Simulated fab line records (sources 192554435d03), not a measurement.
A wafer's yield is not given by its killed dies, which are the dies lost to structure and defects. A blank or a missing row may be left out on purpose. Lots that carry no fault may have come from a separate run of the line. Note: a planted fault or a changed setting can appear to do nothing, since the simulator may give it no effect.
What tool caused it? -- flow n5-finfet -- 10 lots with 30 wafers sampled at 2 steps, on a route of 1938 steps

## WHAT EACH GAUGE READ, for each wafer
N5_BEOL_M8_THK_MEAS_01.
lot,measured,on,M8_ILD_THK (nm)
L932,day 9 15:20,film-metro-01,156.6 151.8 155.2
L936,day 10 18:35,film-metro-01,152.2 153.6 158.8
L940,day 11 13:00,film-metro-02,156.1 157.8 157.2
L941,day 11 17:59,film-metro-01,154.2 155.9 157.7
L944,day 12 02:00,film-metro-02,150.4 150.5 152.1
L943,day 12 09:01,film-metro-01,155.0 156.7 157.2
L951,day 14 06:16,film-metro-02,156.1 161.4 157.3
L953,day 14 16:14,film-metro-02,154.0 154.7 157.7
L954,day 15 00:55,film-metro-02,155.7 156.5 156.6
L955,day 15 12:36,film-metro-01,151.6 153.9 156.6

## TOOL THAT RAN EACH LOT (tool first, then ch and the chambers of the sampled wafers, then the start)
lot,N5_BEOL_M8_ILD_DEP_00
L932,"pecvd-04 ch 0,1,2, day 9 14:46"
L936,"pecvd-01 ch 0,1,2, day 10 17:58"
L940,"pecvd-01 ch 0,1, day 11 11:56"
L941,"pecvd-01 ch 0,1, day 11 17:24"
L944,"pecvd-03 ch 0,1, day 12 01:26"
L943,"pecvd-04 ch 0,1,2, day 12 08:26"
L951,"pecvd-04 ch 0,1,2, day 14 05:43"
L953,"pecvd-01 ch 1,2, day 14 15:39"
L954,"pecvd-01 ch 0,1,2, day 15 00:20"
L955,"pecvd-01 ch 1,2, day 15 11:32"
- N5_BEOL_M8_ILD_DEP_00: deposits SiCOH lowk from DEMS/porogen, target thk 179.75 nm, time 33.4 s.

## WHAT THE TOOLS THEMSELVES READ (means of the sampled wafers that have a number; where no wafer has one, the mark that the record gives instead)
N5_BEOL_M8_ILD_DEP_00.
lot,tool,heater-power-outer-w (W),heater-power-w (W),showerhead-plenum-p-Torr (Torr),throttle-valve-pct (%)
L932,pecvd-04,151,331,5.735,13.6
L936,pecvd-01,157,314,5.723,13.7
L940,pecvd-01,163,334,5.715,13.9
L941,pecvd-01,145,314,5.719,13.9
L944,pecvd-03,118,246,5.752,14.2
L943,pecvd-04,131,308,5.741,13.7
L951,pecvd-04,161,348,5.738,13.8
L953,pecvd-01,116,256,5.731,13.6
L954,pecvd-01,136,297,5.723,13.7
L955,pecvd-01,114,256,5.724,13.5

## THE ANSWER, worked out from the rows above alone
Rule: the usual values come from the lots themselves. The widest of any qualifying gaps counts: lots, ordered by their means at a reading, are off when they make up no more than a third of the lots, leave a main group of 4 or more, and stand apart from it by 3 or more times the standard deviation of that group's means. The tables above print the reading to a certain number of digits; a main group whose means all agree to those digits is not used. A lot without any number at a reading at which 4 lots or more have one is off too. Any other lot the step has rows for is counted as sound. Order of review: gauges by route order, followed by the tools' own readings, for which a lot's mean as printed above is used. At the first step where some lot is off, the reading lying furthest off is the one used; lots without a number count as furthest.
None of the lots is off at any reading shown; this tells nothing.

## WHAT THE SIMULATOR PUT IN
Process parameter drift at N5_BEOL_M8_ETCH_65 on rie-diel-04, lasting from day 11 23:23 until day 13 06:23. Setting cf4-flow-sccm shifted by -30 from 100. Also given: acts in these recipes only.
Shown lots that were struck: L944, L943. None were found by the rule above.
